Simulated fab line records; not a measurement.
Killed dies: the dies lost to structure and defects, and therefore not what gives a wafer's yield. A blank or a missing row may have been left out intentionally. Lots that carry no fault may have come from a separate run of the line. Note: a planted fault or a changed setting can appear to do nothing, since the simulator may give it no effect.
Split-lot trial    flow n5 finfet    39 wafers read across 7 lots, on a route 1938 steps long

## THE SPLIT ITSELF
At N5_BEOL_M1_VIA_ETCH_34 (etches the open film in C4F6/O2, target depth 67.8 nm, time 64.4 s), the setting target depth a was moved away from the recipe's 678 angstrom on 9 of the 39 wafers read, by -39.4% to +21.1%. The other wafers ran this setting at the recipe's value.

The reading is taken at the split's own step.

## THE READING
SOC_of_BEOL_M1_COAT_67.thk nm (the simulator's own value, which no gauge read), in nm, at N5_BEOL_M1_VIA_ETCH_34 (etches the open film in C4F6/O2, target depth 67.8 nm, time 64.4 s). No usual value for it is given in the file. Across the 30 wafers here that went through the recipe, the average is 52.2 nm and the standard deviation 0.15 nm.

wafer   tool, chamber at the split  target depth a as run, angstrom  against the recipe  SOC_of_BEOL_M1_COAT_67.thk nm, nm  against lot-mates on the recipe
L076.1  rie diel-04, 0              678                              recipe              52.2                               -
L076.2  rie diel-04, 1              527.7                            -22.2%              53.8                               +1.7
L076.3  rie diel-04, 2              678                              recipe              52.2                               -
L076.4  rie diel-04, 3              678                              recipe              52                                 -
L076.5  rie diel-04, 3              527.7                            -22.2%              54                                 +1.9
L076.6  rie diel-04, 2              527.7                            -22.2%              53.8                               +1.7
L080.1  rie diel-02, 3              678                              recipe              52                                 -
L080.2  rie diel-02, 2              678                              recipe              52.2                               -
L080.3  rie diel-02, 1              678                              recipe              52.2                               -
L080.4  rie diel-02, 0              678                              recipe              52.4                               -
L080.5  rie diel-02, 2              678                              recipe              52.4                               -
L080.6  rie diel-02, 1              678                              recipe              52.4                               -
L081.2  rie diel-05, 0              678                              recipe              52.4                               -
L081.3  rie diel-05, 2              678                              recipe              52.2                               -
L081.6  rie diel-05, 0              678                              recipe              52.4                               -
L084.1  rie diel-04, 2              678                              recipe              52.4                               -
L084.2  rie diel-04, 1              678                              recipe              52.4                               -
L084.3  rie diel-04, 0              678                              recipe              52.2                               -
L084.4  rie diel-04, 3              678                              recipe              52.2                               -
L084.5  rie diel-04, 2              678                              recipe              52.4                               -
L084.6  rie diel-04, 1              678                              recipe              52.2                               -
L085.1  rie diel-05, 3              411.1                            -39.4%              55.6                               +3.5
L085.2  rie diel-05, 2              411.1                            -39.4%              55.4                               +3.3
L085.3  rie diel-05, 1              678                              recipe              51.8                               -
L085.4  rie diel-05, 0              678                              recipe              52.2                               -
L085.5  rie diel-05, 0              411.1                            -39.4%              55.4                               +3.3
L085.6  rie diel-05, 1              678                              recipe              52.2                               -
L095.1  rie diel-04, 1              821                              +21.1%              50.4                               -1.7
L095.2  rie diel-04, 0              678                              recipe              52.2                               -
L095.3  rie diel-04, 3              678                              recipe              52                                 -
L095.4  rie diel-04, 2              821                              +21.1%              50.4                               -1.7
L095.5  rie diel-04, 0              678                              recipe              52.2                               -
L095.6  rie diel-04, 1              821                              +21.1%              50.8                               -1.3
L097.1  rie diel-02, 0              678                              recipe              52.2                               -
L097.2  rie diel-02, 1              678                              recipe              52                                 -
L097.3  rie diel-02, 2              678                              recipe              52                                 -
L097.4  rie diel-02, 0              678                              recipe              52.2                               -
L097.5  rie diel-02, 2              678                              recipe              52.2                               -
L097.6  rie diel-02, 1              678                              recipe              52.2                               -

FIT RESULTS
A straight line over all 39 wafers: SOC_of_BEOL_M1_COAT_67.thk nm changes by -0.0806 nm for each +1% of target depth a; r = -0.99; the points scatter about the line by 0.16 nm.
The same after taking each lot's own level away (the mean of its wafers on the recipe; 39 wafers): -0.0826 nm for each +1%; r = -0.99; scatter 0.14 nm.
The reading moves by 3.3 nm for the largest change in target depth a, on that fit.
From 52.07 to 52.33 nm: that is the span of the lots' own levels, equal to 1.8 times the standard deviation above.
The two slopes agree, so the slope changes little with the lot-to-lot level.
Check: for one of the wafers moved furthest among these (-39.4%), held out of the fit, the line's prediction against its lot-mates is +3.2 nm. It came out at +3.53 nm against them.

## OTHER SPLITS APPLIED TO THESE WAFERS
Before the reading, these wafers also passed through other splits. Each is held against what the fit with the lots' levels taken away leaves over:
other split on the same wafers              wafers away from the commonest value  r with SOC_of_BEOL_M1_COAT_67.thk nm (lot level and that fit taken away)
N5_SD_EPI_N_ETCH_45 target depth a          15                                    +0.09
N5_MOL_CONTACT_COAG_ETCH_15 target depth a  15                                    -0.11

## THE WHOLE CHAIN: every reading that the file lists as answering this split, in the file's order
step                    what it does                                                        reading                                                                         change (the file's fit)                 r (the file's)
N5_BEOL_M1_VIA_ETCH_34  etches the open film in C4F6/O2, target depth 67.8 nm, time 64.4 s  etch.depth nm (the simulator's own value, which no gauge read)                  +0.691 nm for each +1% of the setting   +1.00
N5_BEOL_M1_VIA_ETCH_34  etches the open film in C4F6/O2, target depth 67.8 nm, time 64.4 s  SOC_of_BEOL_M1_COAT_67.thk nm (the simulator's own value, which no gauge read)  -0.0829 nm for each +1% of the setting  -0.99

## FILE'S OWN FIT
SOC_of_BEOL_M1_COAT_67.thk nm changes by -0.0829 nm for each +1% of target depth a, r = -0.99.
